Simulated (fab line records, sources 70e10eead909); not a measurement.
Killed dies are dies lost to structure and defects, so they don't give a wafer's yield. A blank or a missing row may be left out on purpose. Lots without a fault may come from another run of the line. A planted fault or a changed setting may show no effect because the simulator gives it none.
Which tool did it? | flow nand_harc | 12 lots, 36 wafers sampled, at 4 steps of a route of 1159

WHAT THE GAUGES READ, wafer by wafer
NHARC_P_ZERO_WELL_CD_MEAS_37: target cd 720 nm.
lot  | measured    | on        | cd_nm (nm)
L264 | day 1 16:06 | cd_sem-03 | 722.5 721.6 718.0
L267 | day 2 10:02 | cd_sem-01 | 718.3 715.6 722.0
L271 | day 3 09:59 | cd_sem-03 | 719.2 715.8 721.7
L272 | day 3 16:08 | cd_sem-02 | 722.8 719.4 716.8
L273 | day 3 21:58 | cd_sem-03 | 739.7 743.0 744.3
L274 | day 4 04:07 | cd_sem-02 | 719.9 720.0 720.0
L278 | day 5 04:13 | cd_sem-03 | 718.7 718.7 722.0
L283 | day 6 10:07 | cd_sem-03 | 721.1 717.6 719.0
L284 | day 6 16:17 | cd_sem-03 | 718.5 718.9 719.5
L285 | day 6 22:04 | cd_sem-01 | 717.8 719.0 718.6
L286 | day 7 04:26 | cd_sem-03 | 718.9 719.3 714.6
L287 | day 7 10:07 | cd_sem-01 | 717.7 720.9 720.9

NHARC_P_ZERO_WELL_CD_MEAS_52: target cd 2000 nm.
lot  | measured    | on        | cd_nm (nm)
L264 | day 1 17:38 | cd_sem-03 | 2002.5 1999.1 1999.6
L267 | day 2 11:36 | cd_sem-03 | 1999.0 2000.1 2003.6
L271 | day 3 11:37 | cd_sem-01 | 2001.2 2000.3 1999.4
L272 | day 3 17:46 | cd_sem-02 | 1994.0 1995.3 1996.3
L273 | day 3 23:38 | cd_sem-01 | 1995.5 1995.4 1999.5
L274 | day 4 05:46 | cd_sem-01 | 2000.8 2003.6 1997.0
L278 | day 5 05:52 | cd_sem-01 | 1997.8 1999.1 1995.7
L283 | day 6 11:47 | cd_sem-03 | 2002.1 2002.9 1998.2
L284 | day 6 17:47 | cd_sem-03 | 1997.4 1998.1 2000.5
L285 | day 6 23:34 | cd_sem-02 | 1999.2 1997.9 1995.1
L286 | day 7 06:05 | cd_sem-01 | 2001.0 2002.0 2003.0
L287 | day 7 11:37 | cd_sem-02 | 1999.1 2002.8 2002.5

WHICH TOOL RAN EACH LOT (tool, then ch and the chambers of the sampled wafers, then the start)
lot  | NHARC_P_ZERO_WELL_DESCUM_26       | NHARC_P_ZERO_WELL_EXPOSE_34
L264 | rie_diel-04 ch 0,1,2, day 1 14:47 | krf_scanner-01 ch 0, day 1 15:57
L267 | rie_diel-04 ch 0,2, day 2 08:42   | krf_scanner-02 ch 0, day 2 09:53
L271 | rie_diel-09 ch 0,1,3, day 3 08:39 | krf_scanner-01 ch 0, day 3 09:50
L272 | rie_diel-09 ch 2,3, day 3 14:37   | krf_scanner-02 ch 0, day 3 15:58
L273 | rie_diel-04 ch 2,3, day 3 20:37   | krf_scanner-02 ch 0, day 3 21:49
L274 | rie_diel-10 ch 0,1, day 4 02:38   | krf_scanner-01 ch 0, day 4 03:58
L278 | rie_diel-10 ch 0,2,3, day 5 02:44 | krf_scanner-02 ch 0, day 5 04:04
L283 | rie_diel-04 ch 0,1,2, day 6 08:38 | krf_scanner-02 ch 0, day 6 09:58
L284 | rie_diel-04 ch 1,2, day 6 14:54   | krf_scanner-02 ch 0, day 6 16:07
L285 | rie_diel-04 ch 0,1, day 6 20:41   | krf_scanner-02 ch 0, day 6 21:54
L286 | rie_diel-10 ch 0,1,2, day 7 03:04 | krf_scanner-02 ch 0, day 7 04:17
L287 | rie_diel-09 ch 0,1,2, day 7 08:38 | krf_scanner-01 ch 0, day 7 09:57
- NHARC_P_ZERO_WELL_DESCUM_26: chemistry O2, time 3 s.
- NHARC_P_ZERO_WELL_EXPOSE_34: exposes mask P PWELL, target cd 720 nm.

WHAT THE TOOLS THEMSELVES READ (means of the sampled wafers that have a number; where no wafer has one, the mark that the record gives instead)
NHARC_P_ZERO_WELL_DESCUM_26.
lot  | tool        | drypump_motor_current_A (A) | o2_flow_sccm (sccm) | oes_product_au (a.u.) | rf_vpp_V (V) | showerhead_plenum_p_Torr (Torr) | throttle_valve_pct (%)
L264 | rie_diel-04 | 6.1                         | 199.6               | 0.995                 | 58.0         | 1.90                            | 11.310
L267 | rie_diel-04 | 6.1                         | 200.1               | 1.003                 | 58.2         | 1.92                            | 11.313
L271 | rie_diel-09 | 5.9                         | 199.9               | 0.986                 | 57.9         | 1.95                            | 11.316
L272 | rie_diel-09 | 5.4                         | 199.7               | 1.004                 | 57.8         | 1.93                            | 11.315
L273 | rie_diel-04 | 6.4                         | 199.9               | 0.985                 | 57.0         | 1.92                            | 11.310
L274 | rie_diel-10 | 5.7                         | 199.9               | 1.003                 | 58.4         | 1.97                            | 11.311
L278 | rie_diel-10 | 6.1                         | 199.9               | 1.004                 | 58.2         | 1.98                            | 11.312
L283 | rie_diel-04 | 6.1                         | 200.2               | 1.014                 | 58.7         | 1.90                            | 11.314
L284 | rie_diel-04 | 6.2                         | 199.9               | 1.016                 | 57.7         | 1.89                            | 11.302
L285 | rie_diel-04 | 6.0                         | 200.2               | 1.003                 | 56.6         | 1.90                            | 11.306
L286 | rie_diel-10 | 5.8                         | 199.0               | 1.012                 | 58.1         | 1.95                            | 11.314
L287 | rie_diel-09 | 5.6                         | 200.3               | 1.004                 | 57.1         | 1.96                            | 11.305

THE ANSWER, worked out from the rows above alone
Rule: what is usual is taken from the lots themselves. Put in order of their means at a reading, lots are off if they are a third of the lots or fewer, leave a main group of 4 or more, and stand apart from it by a gap of 3 or more times the standard deviation of the main group's means; of several such gaps the widest counts. A main group whose means are all the same, to the digits that the tables above print for the reading, isn't used. A lot without any number at a reading at which 4 lots or more have one is off too. The other lots that the step has rows for count as sound. The gauges are gone through in route order, then the tools' own readings, and for those a lot's mean is taken as printed above. The first step at which some lot is off is used, and at that step the reading that is off furthest; a lot without a number counts as furthest.
Off: L273, at NHARC_P_ZERO_WELL_CD_MEAS_37 (cd_nm). The main group: mean 719.3 nm, standard deviation 0.82.
A tool fits if, at a process step before that reading, it ran every lot that is off, and no sound lot after the first of them. The gauges at NHARC_P_ZERO_WELL_CD_MEAS_37 are tried like those tools. None of those tried fits.

WHAT THE SIMULATOR HAD PUT IN
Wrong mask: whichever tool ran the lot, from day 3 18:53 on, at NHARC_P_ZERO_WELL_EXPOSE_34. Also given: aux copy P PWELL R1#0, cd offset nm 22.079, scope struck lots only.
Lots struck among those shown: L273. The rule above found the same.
